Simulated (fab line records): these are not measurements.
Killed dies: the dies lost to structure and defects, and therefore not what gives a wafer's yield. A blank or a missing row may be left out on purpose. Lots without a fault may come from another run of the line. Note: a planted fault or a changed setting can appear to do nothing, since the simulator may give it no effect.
Split-lot trial	flow n5Finfet	7 lots, 21 wafers read, on a route of 1938 steps

== SPLIT DETAILS ==
At N5_MOL_CONTACT_COAG_ALD_27 (deposits SiOC, target thk 17 nm, pulse time 1.5 s, time 2720 s), the setting aldCycles was moved away from the recipe's 340 on 7 of the 21 wafers read, by -5.6% to +13.5%. The other wafers ran this setting at the recipe's value.

The reading comes from the split's own step.

== THE READING ==
SiOC_of_MOL_CONTACT_COAG_ALD_27.thkNm (the simulator's own value, which no gauge read), in nm, at N5_MOL_CONTACT_COAG_ALD_27 (deposits SiOC, target thk 17 nm, pulse time 1.5 s, time 2720 s). There is no usual value for it anywhere in the file. The 14 wafers here that ran the recipe average 17.0 nm, standard deviation 0.07 nm.

wafer	tool, chamber at the split	aldCycles as run	against the recipe	SiOC_of_MOL_CONTACT_COAG_ALD_27.thkNm, nm	against lot-mates on the recipe
L077.1	aldSin-03, 1	340	recipe	17	-
L077.5	aldSin-03, 1,2	360	+5.9%	18	+1.0
L077.6	aldSin-03, 1,2	360	+5.9%	18	+1.0
L079.1	aldSin-03, 1,3,0	340	recipe	17	-
L079.3	aldSin-03, 1,3,0	340	recipe	17	-
L079.4	aldSin-03, 1,3,0	340	recipe	17	-
L082.1	aldSin-04, 2	386	+13.5%	19.2	+2.2
L082.3	aldSin-04, 0	340	recipe	17	-
L082.6	aldSin-04, 0	386	+13.5%	19.4	+2.4
L083.1	aldSin-04, 3,1	321	-5.6%	16	-1.0
L083.5	aldSin-04, 3,1	321	-5.6%	16	-1.0
L083.4	aldSin-04, 2	340	recipe	17	-
L086.1	aldSin-03, 3	340	recipe	16.8	-
L086.2	aldSin-03, 2	340	recipe	17	-
L086.3	aldSin-03, 1	325	-4.4%	16	-0.9
L091.1	aldSin-03, 3,2,3	340	recipe	17	-
L091.2	aldSin-03, 3,2,3	340	recipe	17	-
L091.5	aldSin-03, 3,2,3	340	recipe	17	-
L095.3	aldSin-02, 2	340	recipe	17	-
L095.4	aldSin-02, 2	340	recipe	17	-
L095.5	aldSin-02, 3	340	recipe	16.8	-
When a row names more than one chamber, that row covers several wafers, and the file does not tell which wafer ran in which chamber.

FIT RESULTS
A straight line over all 21 wafers: SiOC_of_MOL_CONTACT_COAG_ALD_27.thkNm changes by +0.175 nm for each +1% of aldCycles; r = +1.00; the points scatter about the line by 0.082 nm.
The same after taking each lot's own level away (the mean of its wafers on the recipe; 21 wafers): +0.173 nm for each +1%; r = +1.00; scatter 0.068 nm.
According to that fit, moving aldCycles by its largest amount changes the reading by 2.3 nm.
Across the lots, their own levels run from 16.90 to 17.00 nm, a range of 1.4 times the standard deviation given above.
Hence the lot-to-lot level has little effect on the slope; both slopes agree.
Check: +2.4 nm against its lot-mates is what the line predicts for one of the wafers moved furthest among these (+13.5%) when that wafer is left out of the fit. Against them it came out at +2.2 nm.

== OTHER SPLITS ON THESE WAFERS ==
Note: prior to the reading, these wafers also went through further splits. Each is held against what the fit with the lots' levels taken away leaves over:
other split on the same wafers	wafers away from the commonest value	r with SiOC_of_MOL_CONTACT_COAG_ALD_27.thkNm (lot level and that fit taken away)
N5_MOL_CONTACT_COAG_ETCH_105 biasW	4	+0.05

== THE FILE'S OWN FIT ==
SiOC_of_MOL_CONTACT_COAG_ALD_27.thkNm changes by +0.174 nm for each +1% of aldCycles, r = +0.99.
